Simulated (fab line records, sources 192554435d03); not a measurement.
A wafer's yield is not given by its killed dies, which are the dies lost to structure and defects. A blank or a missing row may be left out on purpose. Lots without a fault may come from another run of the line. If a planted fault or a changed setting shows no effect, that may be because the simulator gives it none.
Matching of chambers / flow n5_finfet / 4 sister chambers for N5_GATE_CUT_DESCUM_18 on rie_diel-05
The step chemistry O2, time 7 s. 4 wafers are shown with their chamber, then 7 later ones without.

== WAFERS PAIRED WITH THEIR CHAMBERS ==
wafer=L075.2; chamber=1; throttle_valve_pct (%)=20.69
wafer=L088.4; chamber=0; throttle_valve_pct (%)=20.61
wafer=L089.1; chamber=2; throttle_valve_pct (%)=20.04
wafer=L089.2; chamber=3; throttle_valve_pct (%)=20.26

== WAFERS MISSING THEIR CHAMBER ==
wafer=L089.6; throttle_valve_pct (%)=20.62
wafer=L092.2; throttle_valve_pct (%)=20.63
wafer=L092.4; throttle_valve_pct (%)=20.27
wafer=L092.5; throttle_valve_pct (%)=20.05
wafer=L095.3; throttle_valve_pct (%)=20.64
wafer=L095.5; throttle_valve_pct (%)=20.07
wafer=L095.6; throttle_valve_pct (%)=20.63

== CHAMBER TAKEN BY EACH ==
wafer=L089.6; from the rows above=0; in truth=0
wafer=L092.2; from the rows above=can't be placed: 0 or 1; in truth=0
wafer=L092.4; from the rows above=3; in truth=3
wafer=L092.5; from the rows above=2; in truth=2
wafer=L095.3; from the rows above=can't be placed: 0 or 1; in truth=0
wafer=L095.5; from the rows above=2; in truth=2
wafer=L095.6; from the rows above=can't be placed: 0 or 1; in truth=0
Correct placement for 4 of the 7. Cannot be placed on the basis of these rows: 3; the candidates contain the true chamber in 3. Placed wrongly: 0.
How it was worked out, from the rows above alone: a wafer's distance from a chamber is the root of the sum, over the readings, of the square of ((its reading less the chamber's mean) divided by the reading's scatter). The wafer belongs to the nearest chamber; if the next one is less than 2 further off, it can't be placed. For every chamber, the mean is computed from those of its wafers that are shown. The scatter: root of mean squared gap, hidden wafer to nearest shown wafer, with one shown wafer a chamber.
